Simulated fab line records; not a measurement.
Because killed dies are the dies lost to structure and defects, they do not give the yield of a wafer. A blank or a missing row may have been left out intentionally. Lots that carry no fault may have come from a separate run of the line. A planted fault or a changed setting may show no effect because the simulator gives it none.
fab line records ; flow n5Finfet
[record] lots = 7; wafers = 21
route steps=1938 shown BEOL_M10@1509 BEOL_M11@1539 BEOL_M12@1649 BEOL_M15@1773 PASSIVATION@1929
startH: the number of hours between the record's first day and the start of the first shown wafer of the lot ; waitH: how many hours have passed since the lot's step before this one ; " repeats the value in the row above ; L1.1+2: a row that stands for several wafers ; - either no value or no given start ; * or withheld: withheld ; < > ~ a bound
route shown NAME@n: NAME is a module with steps in the file, n the number in the route of the first one ; usual: average and standard deviation across the fault-free wafers ; same: alike in all rows ; chamber/n: place in a boat ; sites: per-site readings ; _std_site: the values' standard deviation ; _edge_site: mean of outer sites minus mean of inner sites ; radiusMm: how far each site lies from the wafer's centre ; mask NAME#n: copy n ; behind: the tool/chamber that last shaped the wafer ; hold: why the lot went on hold/how many hours it stayed there/how the hold came to an end ; device: which transistor (n, p or np) failed to switch ; end of line: tests run on the same wafers once the route is complete ; for a step that has no rows: nothing shown but its recipe ; killed: count of dies lost to structure and defects at first sort (not the wafer's yield) ; map: a wafer's dies, x killed, . not, _ none there
set.NAME: the run value of the setting; set.NAME@STEP: its run value at that earlier step ; model.NAME: the simulator's own value behind a step, which no gauge read
lots whose settings were changed on purpose; a table a step, a row a wafer
[[steps]]
[step N5_BEOL_M10_VIA_ETCH_34]
[recipe] chemistry = C4F6/O2; target = SiCOH_lowk; targetDepthA = 1845; maskMaterial = SOC; taperDeg = 4; timeS = 69.2; ionEnergyEv = 250; pressureMtorr = 30; sourceW = 345; biasW = 185; Ar_flow_sccm = 300; C4F6_flow_sccm = 10; O2_flow_sccm = 10
lot.wafer;tool;chamber;startH;waitH;set.timeS;model.etch.depthNm;model.SOC_of_BEOL_M10_COAT_63.thkNm
L074.1;rieDiel-01;0;223.92;0.0;79.68;202.5;91.4
L074.3;rieDiel-01;1;223.92;0.0;79.68;208.5;91.2
L074.6;rieDiel-01;1;223.92;0.0;69.2;182.9;92.2
L078.1;rieDiel-04;3;256.49;0.0;76.05;202.2;91.4
L078.2;rieDiel-04;2;256.49;0.0;76.05;207.6;91.2
L078.5;rieDiel-04;2;256.49;0.0;76.05;207.2;91
L081.1;rieDiel-04;1;283.49;0.0;69.2;186.3;92
L081.2;rieDiel-04;3;283.49;0.0;69.2;183.8;92.2
L081.5;rieDiel-04;1;283.49;0.0;69.2;184.4;92.2
L090.1;rieDiel-01;3;318.56;0.0;63.79;169.2;92.6
L090.2;rieDiel-01;1;318.56;0.0;63.79;171.8;92.6
L090.3;rieDiel-01;2;318.56;0.0;69.2;179.8;92.4
L088.1;rieDiel-01;2;333.75;0.0;56.72;147.6;93.6
L088.3;rieDiel-01;3;333.75;0.0;69.2;182.8;92
L088.6;rieDiel-01;2;333.75;0.0;56.72;147.1;93.8
L097.1;rieDiel-01;0;389.23;0.0;61.3;164.4;93
L097.5;rieDiel-01;3;389.23;0.0;61.3;159.9;92.6
L097.6;rieDiel-01;0;389.23;0.0;69.2;185.2;92
L096.1;rieDiel-04;1;391.95;0.0;76.83;207.1;90.6
L096.2;rieDiel-04;3;391.95;0.0;69.2;181.2;92
L096.4;rieDiel-04;2;391.95;0.0;76.83;208.7;90.4
[step N5_BEOL_M10_ETCH_41]
[recipe] chemistry = CH3F/O2; target = SiCN; targetDepthA = 426; taperDeg = 2; timeS = 86; ionEnergyEv = 120; maskMaterial = TiN; pressureMtorr = 30; sourceW = 395; biasW = 75; Ar_flow_sccm = 150; CH3F_flow_sccm = 30; O2_flow_sccm = 20
[usual] rfVppV = 297.5/1.8
lot.wafer;tool;chamber;startH;waitH;set.sourceW;rfVppV
L074.1;rieDiel-01;0;-;-;435.4;289.3
L074.3;rieDiel-01;1;-;-;395;295.1
L074.6;rieDiel-01;1;-;-;435.4;286.5
L078.1;rieDiel-04;3;-;-;395;296.9
L078.2;rieDiel-04;2;-;-;347.3;308.4
L078.5;rieDiel-04;2;-;-;395;295.7
L081.1;rieDiel-04;1;-;-;395;294.4
L081.2;rieDiel-04;3;-;-;395;297.8
L081.5;rieDiel-04;1;-;-;395;295.3
L090.1;rieDiel-01;3;-;-;360.2;305.6
L090.2;rieDiel-01;1;-;-;395;299.3
L090.3;rieDiel-01;2;-;-;360.2;303.3
L088.1;rieDiel-01;2;-;-;395;293.0
L088.3;rieDiel-01;3;-;-;335;314.0
L088.6;rieDiel-01;2;-;-;335;311.4
L097.1;rieDiel-01;0;-;-;395;299.8
L097.5;rieDiel-01;3;-;-;395;297.7
L097.6;rieDiel-01;0;-;-;330.7;315.1
L096.1;rieDiel-04;1;-;-;395;300.1
L096.2;rieDiel-04;3;-;-;395;295.7
L096.4;rieDiel-04;2;-;-;395;295.7
[step N5_BEOL_M11_PECVD_70]
[recipe] material = SiO2; targetThkA = 200; tempC = 400; precursor = TEOS/O2; pressureTorr = 5.5; rfW = 450; teosFlowSccm = 53.8; gas = O2; flowSccm = 3000; timeS = 22.7
lot.wafer;tool;chamber;startH;waitH;set.timeS;model.SiO2_of_BEOL_M11_PECVD_70.thkNm
L074.1;pecvd-01;2;227.86;0.0;25.37;22.4
L074.3;pecvd-01;1;227.86;0.0;25.37;22.8
L074.6;pecvd-01;2;227.86;0.0;22.7;20.4
L078.1;pecvd-04;1;261.13;0.0;25.37;22.4
L078.2;pecvd-04;0;261.13;0.0;22.7;19.4
L078.5;pecvd-04;2;261.13;0.0;25.37;22.6
L081.1+2;pecvd-01;1,0;288.69;0.0;22.7;19.8
L081.5;pecvd-01;0;288.69;0.0;22.7;20.2
L090.1;pecvd-04;2;322.85;0.0;22.7;20
L090.2+3;pecvd-04;1,2;322.85;0.0;22.7;20.2
L088.1+3;pecvd-01;2,1;337.37;0.0;22.7;20.2
L088.6;pecvd-01;2;337.37;0.0;21.13;19.2
L097.1;pecvd-04;2;393.89;0.0;24.5;21.2
L097.5+6;pecvd-04;0,2;393.89;0.0;22.7;19.8
L096.1;pecvd-02;0;398.93;0.0;20.53;18.4
L096.2;pecvd-02;2;398.93;0.0;22.7;20
L096.4;pecvd-02;1;398.93;0.0;22.7;20.8
[step N5_BEOL_M11_HM_DEP_02]
[recipe] material = TiN; targetThkA = 200; tempC = 25; chamberPressurePa = 0.49996
[step N5_BEOL_M11_COAT_59]
[recipe] resist = SOC; tempC = 250; timeS = 60; spinRpm = 1500; resistThkNm = 100
[step N5_BEOL_M11_ECD_50]
[recipe] material = Cu; targetThkA = 3180
[step N5_BEOL_M11_ANNEAL_51]
[recipe] tempC = 225; timeS = 90; ambient = N2
[step N5_BEOL_M11_CMP_52]
[recipe] stopOn = SiCOH_lowk; tOverpolishS = 7; downForcePsi = 1; platenRpm = 50; clearingPlatenDownForcePsi = 1.5; clearingPlatenRpm = 50; postCmpClean = cuAlkaline; targetThkNm = 140; clearingPlatenPadVelocityMS = 0.99484; padVelocityMS = 0.99484
[usual] barrierFieldEndpointS = 29.2/0.72
lot.wafer;tool;chamber;startH;waitH;set.timeS@BEOL_M11_PECVD_70;barrierFieldEndpointS
L074.1;cmp-03;0;232.60;0.3;25.37;33.3
L074.3;cmp-03;3;232.60;0.3;25.37;32.9
L074.6;cmp-03;1;232.60;0.3;22.7;30.1
L078.2;cmp-04;2;269.66;0.2;22.7;28.2
L078.1;cmp-04;3;269.66;0.2;25.37;32.7
L078.5;cmp-04;2;269.66;0.2;25.37;32.1
L081.1;cmp-02;1;295.27;0.3;22.7;28.6
L081.2;cmp-02;2;295.27;0.3;22.7;29.0
L081.5;cmp-02;0;295.27;0.3;22.7;29.9
L090.1;cmp-04;2;330.69;0.3;22.7;29.8
L090.3;cmp-04;3;330.69;0.3;22.7;30.0
L090.2;cmp-04;1;330.69;0.3;22.7;28.9
L088.1;cmp-02;2;349.92;0.3;22.7;29.7
L088.3;cmp-02;3;349.92;0.3;22.7;29.0
L088.6;cmp-02;1;349.92;0.3;21.13;28.0
L097.1;cmp-02;2;403.43;0.3;24.5;31.3
L097.6;cmp-02;0;403.43;0.3;22.7;29.0
L097.5;cmp-02;1;403.43;0.3;22.7;28.1
L096.2;cmp-04;2;407.10;0.2;22.7;29.1
L096.1;cmp-04;3;407.10;0.2;20.53;27.4
L096.4;cmp-04;1;407.10;0.2;22.7;29.6
[step N5_BEOL_M12_SPUTTER_44]
[recipe] material = Ta; targetThkA = 100; tempC = 50; biasV = 80; powerW = 15000; chamberPressurePa = 0.07; timeS = 16.13
lot.wafer;tool;chamber;startH;waitH;set.timeS;model.Ta_of_BEOL_M12_SPUTTER_44.thkNm
L074.1;pvdSputter-03;-;236.58;0.0;13.85;8.4
L074.3;pvdSputter-03;-;236.58;0.0;16.13;10
L074.6;pvdSputter-03;-;236.58;0.0;13.85;8.6
L078.1;pvdSputter-02;-;274.82;0.0;16.13;9.6
L078.2+5;pvdSputter-02;-;274.82;0.0;16.13;9.8
L081.1+2+5;pvdSputter-02;-;306.60;0.0;16.13;9.8
L090.1+2;pvdSputter-02;-;334.15;0.0;14.47;9
L090.3;pvdSputter-02;-;334.15;0.0;14.47;8.8
L088.1+6;pvdSputter-02;-;354.13;0.0;16.13;10
L088.3;pvdSputter-02;-;354.13;0.0;17.73;11
L097.1+6;pvdSputter-02;-;410.59;0.0;15.23;9.2
L097.5;pvdSputter-02;-;410.59;0.0;16.13;9.8
L096.1+2;pvdSputter-03;-;410.76;0.0;16.13;10
L096.4;pvdSputter-03;-;410.76;0.0;16.13;10.2
[step N5_BEOL_M15_ILD_DEP_00]
[recipe] material = SiO2; targetThkA = 16293; tempC = 400; precursor = TEOS/O2; pressureTorr = 6.5; rfW = 900; teosFlowSccm = 161.4; gas = O2; flowSccm = 2650; timeS = 346.1
lot.wafer;tool;chamber;startH;waitH;set.timeS;model.SiO2_of_BEOL_M15_ILD_DEP_00.thkNm
L074.1;pecvd-04;2;250.46;0.0;346.1;1640
L074.3;pecvd-04;1;250.46;0.0;361.3;1702
L074.6;pecvd-04;1;250.46;0.0;361.3;1741
L078.1+2;pecvd-04;2,1;285.44;0.0;346.1;1668
L078.5;pecvd-04;2;285.44;0.0;346.1;1687
L081.1;pecvd-04;2;319.46;0.0;346.1;1652
L081.2;pecvd-04;0;319.46;0.0;346.1;1592
L081.5;pecvd-04;1;319.46;0.0;346.1;1657
L090.1;pecvd-02;2;346.90;0.0;346.1;1577
L090.2;pecvd-02;0;346.90;0.0;346.1;1595
L090.3;pecvd-02;1;346.90;0.0;319.3;1466
L088.1;pecvd-04;2;368.43;0.0;346.1;1653
L088.3;pecvd-04;0;368.43;0.0;346.1;1618
L088.6;pecvd-04;0;368.43;0.0;300.2;1415
L097.1;pecvd-02;2;426.69;0.0;346.1;1603
L097.5;pecvd-02;1;426.69;0.0;346.1;1644
L097.6;pecvd-02;2;426.69;0.0;346.1;1645
L096.1;pecvd-01;0;426.93;0.0;332.4;1570
L096.2;pecvd-01;2;426.93;0.0;346.1;1626
L096.4;pecvd-01;2;426.93;0.0;332.4;1588
[step N5_BEOL_M15_THK_MEAS_01]
[recipe] reads = SiO2_of_BEOL_M15_ILD_DEP_00
[usual] M15_ILD_THK = 1635/26
lot.wafer;tool;chamber;startH;waitH;set.timeS@BEOL_M15_ILD_DEP_00;M15_ILD_THK[nm]
L074.1;filmMetro-01;-;250.71;0.1;346.1;1640
L074.3;filmMetro-01;-;250.71;0.1;361.3;1702
L074.6;filmMetro-01;-;250.71;0.1;361.3;1742
L078.1;filmMetro-02;-;285.69;0.1;346.1;1668
L078.2;filmMetro-02;-;285.69;0.1;346.1;1667
L078.5;filmMetro-02;-;285.69;0.1;346.1;1686
L081.1;filmMetro-02;-;319.71;0.1;346.1;1653
L081.2;filmMetro-02;-;319.71;0.1;346.1;1592
L081.5;filmMetro-02;-;319.71;0.1;346.1;1659
L090.1;filmMetro-01;-;347.17;0.2;346.1;1577
L090.2;filmMetro-01;-;347.17;0.2;346.1;1596
L090.3;filmMetro-01;-;347.17;0.2;319.3;1467
L088.1;filmMetro-02;-;368.68;0.1;346.1;1653
L088.3;filmMetro-02;-;368.68;0.1;346.1;1618
L088.6;filmMetro-02;-;368.68;0.1;300.2;1415
L097.1;filmMetro-01;-;426.94;0.1;346.1;1604
L097.5;filmMetro-01;-;426.94;0.1;346.1;1644
L097.6;filmMetro-01;-;426.94;0.1;346.1;1645
L096.1;filmMetro-01;-;427.29;0.2;332.4;1570
L096.2;filmMetro-01;-;427.29;0.2;346.1;1626
L096.4;filmMetro-01;-;427.29;0.2;332.4;1590
[step N5_BEOL_M15_EXPOSE_07]
[recipe] maskId = V14; na = 0.8; sourceShape = annular; sigmaInner = 0.5; sigmaOuter = 0.8; polarization = unpolarized; attpsmPhaseDeg = 180; doseMj = 41.25
lot.wafer;tool;chamber;startH;waitH;mask;set.doseMj
L074.1+3+6;krfScanner-01;0;250.97;-;V14#0;41.25
L078.1+2+5;krfScanner-01;0;285.82;-;V14#0;41.25
L081.1+2+5;krfScanner-01;0;319.96;-;V14#0;41.25
L090.1+3;krfScanner-01;0;347.42;-;V14#0;41.25
L090.2;krfScanner-01;0;347.42;-;V14#0;39.49
L088.1+6;krfScanner-01;0;368.96;-;V14#0;42.36
L088.3;krfScanner-01;0;368.96;-;V14#0;41.25
L097.1+5+6;krfScanner-02;0;427.07;-;V14#0;41.25
L096.1+2;krfScanner-01;0;427.55;-;V14#0;41.25
L096.4;krfScanner-01;0;427.55;-;V14#0;38.47
[step N5_BEOL_M15_PEB_08]
[recipe] pebTempC = 130; pebTimeS = 90
[step N5_BEOL_M15_DEVELOP_09]
[recipe] developTimeS = 45; rinseLiquid = diw; dry = airSpin; devTempC = 21
[step N5_BEOL_M15_HARDBAKE_14]
[recipe] tempC = 130; timeS = 120
[step N5_BEOL_M15_CD_MEAS_10]
[recipe] targetCdNm = 360; landingEnergyEv = 500; detector = seInlens; polarity = opening
[usual] cdNm = 359.7/1.5
lot.wafer;tool;chamber;startH;waitH;set.doseMj@BEOL_M15_EXPOSE_07;cdNm
L074.1;cdSem-01;0;251.14;-;41.25;359.5
L074.3;cdSem-01;0;251.14;-;41.25;360.5
L074.6;cdSem-01;0;251.14;-;41.25;362.1
L078.1;cdSem-01;0;285.99;-;41.25;359.2
L078.2;cdSem-01;0;285.99;-;41.25;357.0
L078.5;cdSem-01;0;285.99;-;41.25;357.9
L081.1;cdSem-03;0;320.14;-;41.25;364.3
L081.2;cdSem-03;0;320.14;-;41.25;360.7
L081.5;cdSem-03;0;320.14;-;41.25;361.6
L090.1;cdSem-03;0;347.60;-;41.25;357.3
L090.2;cdSem-03;0;347.60;-;39.49;353.0
L090.3;cdSem-03;0;347.60;-;41.25;356.2
L088.1;cdSem-01;0;369.13;-;42.36;367.4
L088.3;cdSem-01;0;369.13;-;41.25;360.9
L088.6;cdSem-01;0;369.13;-;42.36;365.4
L097.1;cdSem-01;0;427.25;-;41.25;358.4
L097.5;cdSem-01;0;427.25;-;41.25;356.7
L097.6;cdSem-01;0;427.25;-;41.25;357.6
L096.1;cdSem-01;0;427.72;-;41.25;357.9
L096.2;cdSem-01;0;427.72;-;41.25;357.8
L096.4;cdSem-01;0;427.72;-;38.47;348.7
[step N5_BEOL_M15_DESCUM_15]
[recipe] chemistry = O2; timeS = 7.9; sourcePowerW = 50; biasPowerW = 20; pressureMtorr = 20; rfFrequencyHz = 2.712e+07; tempC = 40; o2FlowSccm = 225
[step N5_BEOL_M15_ETCH_59]
[recipe] chemistry = N2/H2; target = BARC; targetDepthA = 890; overetchA = 267; timeS = 67.9; ionEnergyEv = 200; pressureMtorr = 30; sourceW = 840; biasW = 150; n2FlowSccm = 200; h2FlowSccm = 200
[step N5_BEOL_M15_VIA_ETCH_16]
[recipe] chemistry = C4F8/O2/Ar; target = SiO2; heInnerTorr = 15; heOuterTorr = 30; targetDepthA = 17922; timeS = withheld; ionEnergyEv = 800; pressureMtorr = 20; sourceW = 1905; biasW = 2040; Ar_flow_sccm = 400; C4F8_flow_sccm = 16; O2_flow_sccm = 12; ends = cleared
lot.wafer;tool;chamber;startH;waitH;set.timeS@BEOL_M15_ILD_DEP_00;model.etch.depthNm;model.coat_of_BEOL_M15_COAT_04.thkNm
L074.1;rieDiel-02;2;251.32;0.0;*;1640;330.8
L074.3;rieDiel-02;3;251.32;0.0;*;1702;315
L074.6;rieDiel-02;1;251.32;0.0;*;1741;306.4
L078.1;rieDiel-05;3;286.17;0.0;*;1668;326.4
L078.2;rieDiel-05;1;286.17;0.0;*;1668;335
L078.5;rieDiel-05;2;286.17;0.0;*;1687;322.2
L081.1;rieDiel-05;0;320.31;0.0;*;1652;332
L081.2;rieDiel-05;3;320.31;0.0;*;1592;342.6
L081.5;rieDiel-05;2;320.31;0.0;*;1657;324.6
L090.1;rieDiel-05;1;347.77;0.0;*;1577;349.2
L090.2;rieDiel-05;0;347.77;0.0;*;1595;340.2
L090.3;rieDiel-05;2;347.77;0.0;*;1466;369.8
L088.1;rieDiel-02;1;369.59;0.0;*;1653;328.2
L088.3;rieDiel-02;2;369.59;0.0;*;1618;330.8
L088.6;rieDiel-02;2;369.59;0.0;*;1415;380.8
L097.1;rieDiel-02;0;427.42;0.0;*;1603;334.4
L097.5;rieDiel-02;0;427.42;0.0;*;1644;322.6
L097.6;rieDiel-02;1;427.42;0.0;*;1645;328.8
L096.1;rieDiel-05;0;427.90;0.0;*;1570;350.4
L096.2;rieDiel-05;3;427.90;0.0;*;1626;336
L096.4;rieDiel-05;3;427.90;0.0;*;1588;343.6
[step N5_PASSIVATION_PASS_ETCH_47]
[recipe] chemistry = CF4/O2; target = SiNx; targetDepthA = 7700; timeS = 385; ionEnergyEv = 100; pressureMtorr = 40; sourceW = 535; biasW = 49; Ar_flow_sccm = 100; cf4FlowSccm = 100; O2_flow_sccm = 10
lot.wafer;tool;chamber;startH;waitH;set.timeS;model.etch.depthNm
L074.1;rieDiel-04;0;270.62;0.0;424.8;841
L074.3;rieDiel-04;3;270.62;0.0;424.8;852.6
L074.6;rieDiel-04;1;270.62;0.0;385;776.5
L078.1;rieDiel-01;1;307.56;0.0;385;774
L078.2;rieDiel-01;3;307.56;0.0;385;773.8
L078.5;rieDiel-01;3;307.56;0.0;385;771.9
L081.1;rieDiel-01;3;335.58;0.0;385;781.9
L081.2;rieDiel-01;0;335.58;0.0;385;775.4
L081.5;rieDiel-01;3;335.58;0.0;385;778.6
L090.1;rieDiel-01;1;366.30;0.0;446.9;893.4
L090.2;rieDiel-01;3;366.30;0.0;385;767.1
L090.3;rieDiel-01;0;366.30;0.0;385;773.1
L088.1;rieDiel-03;0;388.86;0.0;444.1;898.9
L088.3;rieDiel-03;2;388.86;0.0;385;806.8
L088.6;rieDiel-03;3;388.86;0.0;385;791.8
L097.1;rieDiel-03;1;446.92;0.0;346.8;715
L097.5;rieDiel-03;3;446.92;0.0;385;794.2
L097.6;rieDiel-03;0;446.92;0.0;346.8;698.2
L096.1;rieDiel-01;3;452.26;0.0;385;761.5
L096.2;rieDiel-01;1;452.26;0.0;385;775.6
L096.4;rieDiel-01;0;452.26;0.0;469.5;935.7
[step N5_PASSIVATION_PROBE_49]
[usual] killedDies = 102/17
lot.wafer;tool;chamber;startH;waitH;set.spinRpm@BEOL_M5_COAT_74;set.timeS@BEOL_M12_SPUTTER_44;killedDies
L074.1;prober-01;-;273.66;0.0;1500;13.85;1059
L074.3;prober-01;-;273.76;0.1;1563;16.13;111
L074.6;prober-01;-;273.91;0.3;1500;13.85;1047
L078.1;prober-02;-;310.62;0.0;1500;16.13;111
L078.2;prober-02;-;310.67;0.1;1500;16.13;122
L078.5;prober-02;-;310.82;0.2;1500;16.13;147
L081.1;prober-01;-;338.93;0.4;1500;16.13;99
L081.2;prober-01;-;338.98;0.4;1500;16.13;76
L081.5;prober-01;-;339.13;0.6;1500;16.13;95
L090.1;prober-01;-;369.30;0.0;1453;14.47;82
L090.2;prober-01;-;369.35;0.1;1453;14.47;104
L090.3;prober-01;-;369.40;0.1;1500;14.47;95
L088.1;prober-01;-;391.87;0.0;1500;16.13;484
L088.3;prober-01;-;391.97;0.1;1500;17.73;207
L088.6;prober-01;-;392.12;0.3;1500;16.13;492
L097.1;prober-01;-;449.93;0.0;1500;15.23;110
L097.5;prober-01;-;450.13;0.2;1500;16.13;106
L097.6;prober-01;-;450.18;0.3;1500;15.23;112
L096.1;prober-01;-;455.29;0.0;1380;16.13;769
L096.2;prober-01;-;455.34;0.1;1500;16.13;123
L096.4;prober-01;-;455.44;0.2;1500;16.13;131
[[key]]
[split] step = N5_BEOL_M10_VIA_ETCH_34; setting = timeS; stated = 69.2; by = wafer
[response] step = N5_BEOL_M10_VIA_ETCH_34; reading = model.etch.depthNm; change = +1.86; per = 1%; r = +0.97
[response] step = N5_BEOL_M10_VIA_ETCH_34; reading = model.SOC_of_BEOL_M10_COAT_63.thkNm; change = -0.0824; per = 1%; r = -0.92
[split] step = N5_BEOL_M10_ETCH_41; setting = sourceW; stated = 395; by = wafer
[response] step = N5_BEOL_M10_ETCH_41; reading = rfVppV; change = -1.01; per = 1%; r = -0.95
[split] step = N5_BEOL_M11_PECVD_70; setting = timeS; stated = 22.7; by = wafer
[response] step = N5_BEOL_M11_PECVD_70; reading = model.SiO2_of_BEOL_M11_PECVD_70.thkNm; change = +0.208; per = 1%; r = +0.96
[response] step = N5_BEOL_M11_CMP_52; reading = barrierFieldEndpointS; change = +0.281; per = 1%; r = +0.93
[split] step = N5_BEOL_M12_SPUTTER_44; setting = timeS; stated = 16.13; by = wafer
[response] step = N5_BEOL_M12_SPUTTER_44; reading = model.Ta_of_BEOL_M12_SPUTTER_44.thkNm; change = +0.105; per = 1%; r = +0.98
[response] step = N5_PASSIVATION_PROBE_49; reading = killedDies; slope = -35.2; per = 1%; togetherWith = spinRpm@BEOL_M5_COAT_74; explained = 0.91
[split] step = N5_BEOL_M15_ILD_DEP_00; setting = timeS; stated = 346.1; by = wafer
[response] step = N5_BEOL_M15_ILD_DEP_00; reading = model.SiO2_of_BEOL_M15_ILD_DEP_00.thkNm; change = +16.2; per = 1%; r = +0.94
[response] step = N5_BEOL_M15_THK_MEAS_01; reading = M15_ILD_THK; change = +16.2; per = 1%; r = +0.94
[response] step = N5_BEOL_M15_VIA_ETCH_16; reading = model.etch.depthNm; change = +16.2; per = 1%; r = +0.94
[response] step = N5_BEOL_M15_VIA_ETCH_16; reading = model.coat_of_BEOL_M15_COAT_04.thkNm; change = -3.72; per = 1%; r = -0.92
[split] step = N5_BEOL_M15_EXPOSE_07; setting = doseMj; stated = 41.25; by = wafer
[response] step = N5_BEOL_M15_CD_MEAS_10; reading = cdNm; change = +1.3; per = 1%; r = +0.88
[split] step = N5_PASSIVATION_PASS_ETCH_47; setting = timeS; stated = 385; by = wafer
[response] step = N5_PASSIVATION_PASS_ETCH_47; reading = model.etch.depthNm; change = +7.43; per = 1%; r = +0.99
split outsideThisFile step=N5_BEOL_M5_COAT_74 setting=spinRpm
// split outsideThisFile: this setting was split too, and the file shows its column; the key of that split is in another file
